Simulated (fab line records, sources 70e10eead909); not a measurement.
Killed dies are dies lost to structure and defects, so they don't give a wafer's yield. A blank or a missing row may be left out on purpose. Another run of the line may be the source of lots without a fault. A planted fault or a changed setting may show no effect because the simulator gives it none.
Comparing a struck lot with a sound one :: flow nand_harc :: 14 steps out of a route of 1159
Sound: these wafers, L730.3, L730.5, L730.6. Struck: wafers L742.3, L742.6 (left out: L742.1, a lot-mate that was not struck); the cause follows at the end.
Order at every step that has rows: each side's tool, ch and its chambers, its first start. Under that, the readings that differ: sound wafers :: struck wafers :: difference of the means :: sigmas: that difference in standard deviations of wafers without a fault.
alike: readings whose means differ by less than 2 such deviations, and words and numbers that are the same on both sides. not compared: withheld readings, readings that some wafer has no value for, bounds like >300 that may hide the same value, and numbers for which the record gives no deviation and whose values overlap.
Wherever a step has rows on one side only, a row that says differs or no value, or a row with sigmas, the two part there. Numbers that don't overlap but have no deviation are shown without sigmas and don't part them. A reading missing from all wafers of one side parts the sides only when that side holds two or more wafers.

NHARC_A_ZERO_WELL_INSPECT_17:
  struck on defect_inspect-01, day 11 15:42; sound on defect_inspect-01, day 8 11:29
  alike: raw_defect_count
then, 3 steps without rows for these wafers: NHARC_A_SOURCE_PLATE_PRECLEAN_00 (cleans in HF-LAST, time 60 s); NHARC_A_SOURCE_PLATE_SRD_01; NHARC_A_SOURCE_PLATE_OXIDE_02 (material SiO2, target thk 10 nm, ox time 1362 s).
NHARC_A_SOURCE_PLATE_THK_MEAS_09: measures by ellipsometry.
  struck on film_metro-01, day 12 00:46; sound on film_metro-02, day 8 17:43
  alike: thk_nm
then, 3 steps without rows for these wafers: NHARC_A_SOURCE_PLATE_PVD_04 (deposits WSi2, target thk 50 nm); NHARC_A_SOURCE_PLATE_CVD_03 (deposits poly-Si, target thk 200 nm, time 4000 s); NHARC_A_SOURCE_PLATE_ANNEAL_05 (time 1800 s).
NHARC_A_SOURCE_PLATE_THK_MEAS_06: measures by ellipsometry.
  struck on film_metro-02, day 12 13:34; sound on film_metro-01, day 9 06:29
  alike: thk_nm
NHARC_A_SOURCE_PLATE_INSPECT_08:
  struck on defect_inspect-01, day 12 13:40; sound on defect_inspect-02, day 9 06:33
reading: raw_defect_count
sound: 91 97 124
struck: 23 37
difference: -74
sigmas: -3
NHARC_A_ONON_D1_DEP_00: target thk 1000 nm.
  sound on pecvd_onon-03 ch 0, day 9 06:44; struck on pecvd_onon-03 ch 0, day 12 13:44
  alike: n2_flow_sccm
NHARC_A_ONON_D1_THK_MEAS_02: measures by ellipsometry.
  struck on film_metro-01, day 12 14:14; sound on film_metro-01, day 9 07:08
reading: thk_nm (nm)
sound: 989 986 986
struck: 449 449
difference: -538
sigmas: -69
then, 1 step without rows for these wafers: NHARC_A_ONON_D1_DEP_03 (target thk 1000 nm).
-- break in the record here, with 12 days between the starts of the struck wafers on either side (left off in module A_ONON_D1, picked up again in module END, where the first step shown is number 1159 on the route) --
NHARC_END_SORT_01:
  sound on prober-01 ch 0, day 21 11:47; struck on prober-02 ch 0, day 24 11:11
reading: killed_at_array
sound: 28 38 31
struck: 673 673
difference: +641
sigmas: +73

reading: killed_dies
sound: 29 41 31
struck: 677 677
difference: +643
sigmas: +73
  alike: killed_at_other, killed_at_periphery, killed_open, killed_short

## WHERE THEY PART
First at NHARC_A_SOURCE_PLATE_INSPECT_08; last, within this record, at NHARC_END_SORT_01.

WHY: what had been put in by the simulator
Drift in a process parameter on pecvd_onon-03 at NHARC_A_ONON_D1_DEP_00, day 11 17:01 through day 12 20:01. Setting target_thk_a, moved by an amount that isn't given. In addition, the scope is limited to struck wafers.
